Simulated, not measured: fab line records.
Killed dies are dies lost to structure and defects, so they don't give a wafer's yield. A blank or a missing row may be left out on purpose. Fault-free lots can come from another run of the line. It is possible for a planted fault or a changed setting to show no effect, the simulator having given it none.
Chamber matching ; flow nand harc ; 4 sister chambers for NHARC_A_CONTACT_CMP_20 on cmp-02
The step polishes, t overpolish 30 s, target thk 300 nm. 8 wafers are shown with their chamber, then 9 later ones without.

== WAFERS WITH THEIR CHAMBER ==
wafer;chamber;motor current A (A);time to endpoint s (s)
L079.3;1;13.7;58
L081.2;2;12.2;64
L084.1;2;11.5;66
L087.3;0;10.3;60
L087.5;3;13.7;65
L089.1;3;12.8;63
L089.2;0;11.2;63
L089.4;1;13.1;58

== WAFERS MISSING THEIR CHAMBER ==
wafer;motor current A (A);time to endpoint s (s)
L094.1;13.1;58
L094.2;13.5;65
L094.4;10.7;59
L096.1;10.6;57
L096.3;12.5;61
L096.5;10.9;56
L097.3;12.2;61
L097.4;10.6;56
L097.5;13.0;61

== WHICH CHAMBER EACH ONE RAN IN ==
wafer;from the rows above;in truth
L094.1;1;1
L094.2;3;3
L094.4;0;0
L096.1;can't be placed: 0 or 1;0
L096.3;can't be placed: 3 or 1 or 2 or 0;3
L096.5;can't be placed: 0 or 1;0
L097.3;can't be placed: 0 or 3 or 2 or 1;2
L097.4;can't be placed: 0 or 1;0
L097.5;can't be placed: 3 or 1 or 2 or 0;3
Placed correctly: 3 of 9. Unplaceable from these rows: 6, with the true chamber sitting among the candidates in 6. 0 placed wrongly.
How it was worked out, from the rows above alone: a wafer's distance from a chamber is the root of the sum, over the readings, of the square of ((its reading less the chamber's mean) divided by the reading's scatter). The wafer belongs to the nearest chamber; if the next one is less than 2 further off, it can't be placed. Each chamber's mean is taken over the wafers shown for it. The scatter is the square root of a quotient: the sum, over the shown wafers, of each reading's squared deviation from its chamber's mean, divided by wafers minus chambers.
